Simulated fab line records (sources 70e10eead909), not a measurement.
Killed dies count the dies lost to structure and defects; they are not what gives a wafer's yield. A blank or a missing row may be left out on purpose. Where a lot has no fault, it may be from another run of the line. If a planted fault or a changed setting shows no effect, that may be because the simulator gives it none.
The same fault as seen by 2 desks ; flow nand_harc ; numbers are kept per desk, each desk with only its own; the story behind them comes last

## FOR THE TOOL OWNER'S DESK: litho_track-06
The tool's own readings at NHARC_A_M0_PEB_07 (peb time 65 s): means of the sampled wafers that have a number, for each lot that ran on this tool. A lot is out of limits, marked OUT, if its mean lies more than 4 standard deviations from the usual mean; the brackets give that distance.
Columns: A = heater_power_total_W at NHARC_A_M0_PEB_07, usual 156.6 W
lot;first seen here;A
L983;day 24 05:11;156.6
L986;day 24 14:20;156.6
L985;day 25 23:49;161.3 (+11) OUT
L988;day 26 17:12;161.5 (+11) OUT
L997;day 29 13:13;156.7
L100;day 31 12:35;156.7
Finding of this desk: L985, L988 out of limits; the first was L985 at day 25 23:49, on heater_power_total_W at NHARC_A_M0_PEB_07. L983, L986, L997, L100: within limits.

## FROM THE METROLOGY DESK
What the gauges read for every lot (on any tool): the sampled wafers with a number, averaged. A lot is out of limits, marked OUT, if its mean lies more than 4 standard deviations from the usual mean; the brackets give that distance.
Columns: A = cd_nm at NHARC_A_BLC_CD_MEAS_10, usual 99.5 nm; B = cd_nm at NHARC_A_M0_CD_MEAS_09, usual 80.0 nm
lot;first seen here;A;B
L983;day 24 00:55;100.0;80.6
L986;day 24 10:31;99.7;80.9
L985;day 25 19:52;99.7;78.4
L988;day 26 13:16;99.3;77.3
L993;day 28 07:07;99.5;78.9
L995;day 29 01:06;99.4;79.6
L997;day 29 09:16;99.0;80.2
L998;day 29 11:04;99.7;80.0
L100;day 31 08:35;99.5;80.6
L102;day 31 14:43;99.5;80.1
L101;day 31 23:36;99.4;80.6
This desk's verdict: no lot among the 11 shows anything out of limits.

## TAKEN TOGETHER
On L985, L988, at day 25 23:49, an alarm was possible from the tool owner's desk.
Metrology desk: nothing out of limits seen.
The metrology desk holds a record of L985, L988, inside its limits.
Every lot named ran NHARC_A_M0_PEB_07 on litho_track-06.

## WHAT THE SIMULATOR HAD INSERTED
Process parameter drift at NHARC_A_M0_PEB_07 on litho_track-06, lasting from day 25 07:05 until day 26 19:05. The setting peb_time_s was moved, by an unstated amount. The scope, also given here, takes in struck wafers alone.
Shown lots that were struck: L985, L988.
Delay in hours, fault start to first out-of-limits reading, by desk: the tool owner's desk at 17.
